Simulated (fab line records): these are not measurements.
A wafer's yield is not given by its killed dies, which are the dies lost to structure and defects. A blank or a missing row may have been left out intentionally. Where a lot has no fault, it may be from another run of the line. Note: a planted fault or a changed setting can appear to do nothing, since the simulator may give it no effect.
Matching of chambers / flow nand_harc / 4 sister chambers for NHARC_P_GATE_ETCH_32 on rie_si-01
The step etches the open film in HBr/Cl2, target depth 150 nm, time 100.1 s. 7 wafers are shown with their chamber, then 7 later ones without.

== WAFERS WITH THEIR CHAMBER ==
wafer=L341.1; chamber=2; drypump_motor_current_A (A)=6.2; he_backside_leak_sccm (sccm)=2.83
wafer=L341.2; chamber=0; drypump_motor_current_A (A)=5.5; he_backside_leak_sccm (sccm)=2.33
wafer=L343.1; chamber=0; drypump_motor_current_A (A)=5.6; he_backside_leak_sccm (sccm)=2.39
wafer=L343.4; chamber=3; drypump_motor_current_A (A)=6.1; he_backside_leak_sccm (sccm)=2.66
wafer=L343.6; chamber=1; drypump_motor_current_A (A)=5.9; he_backside_leak_sccm (sccm)=3.27
wafer=L349.3; chamber=3; drypump_motor_current_A (A)=6.1; he_backside_leak_sccm (sccm)=2.58
wafer=L349.4; chamber=2; drypump_motor_current_A (A)=6.2; he_backside_leak_sccm (sccm)=2.90

== WAFERS WITHOUT THEIR CHAMBER ==
wafer=L349.5; drypump_motor_current_A (A)=6.1; he_backside_leak_sccm (sccm)=2.67
wafer=L350.1; drypump_motor_current_A (A)=5.6; he_backside_leak_sccm (sccm)=2.51
wafer=L350.2; drypump_motor_current_A (A)=6.2; he_backside_leak_sccm (sccm)=2.59
wafer=L350.5; drypump_motor_current_A (A)=6.2; he_backside_leak_sccm (sccm)=2.99
wafer=L352.2; drypump_motor_current_A (A)=6.2; he_backside_leak_sccm (sccm)=2.96
wafer=L352.3; drypump_motor_current_A (A)=5.9; he_backside_leak_sccm (sccm)=2.98
wafer=L352.5; drypump_motor_current_A (A)=5.9; he_backside_leak_sccm (sccm)=3.06

== WHICH CHAMBER EACH ONE RAN IN ==
wafer=L349.5; from the rows above=3; in truth=3
wafer=L350.1; from the rows above=0; in truth=0
wafer=L350.2; from the rows above=3; in truth=3
wafer=L350.5; from the rows above=2; in truth=2
wafer=L352.2; from the rows above=2; in truth=2
wafer=L352.3; from the rows above=can't be placed: 1 or 2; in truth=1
wafer=L352.5; from the rows above=1; in truth=1
6 of 7 placed correctly. Not placeable from these rows: 1 (in 1, the candidates include the true chamber). Number placed wrongly: 0.
How it was worked out, from the rows above alone: a wafer's distance from a chamber is the root of the sum, over the readings, of the square of ((its reading less the chamber's mean) divided by the reading's scatter). The wafer belongs to the nearest chamber; if the next one is less than 2 further off, it can't be placed. The mean given for a chamber averages the wafers shown for that chamber. The scatter: take each reading less its chamber's mean, square it, sum over the shown wafers, divide by the number of wafers less the number of chambers, and take the root.
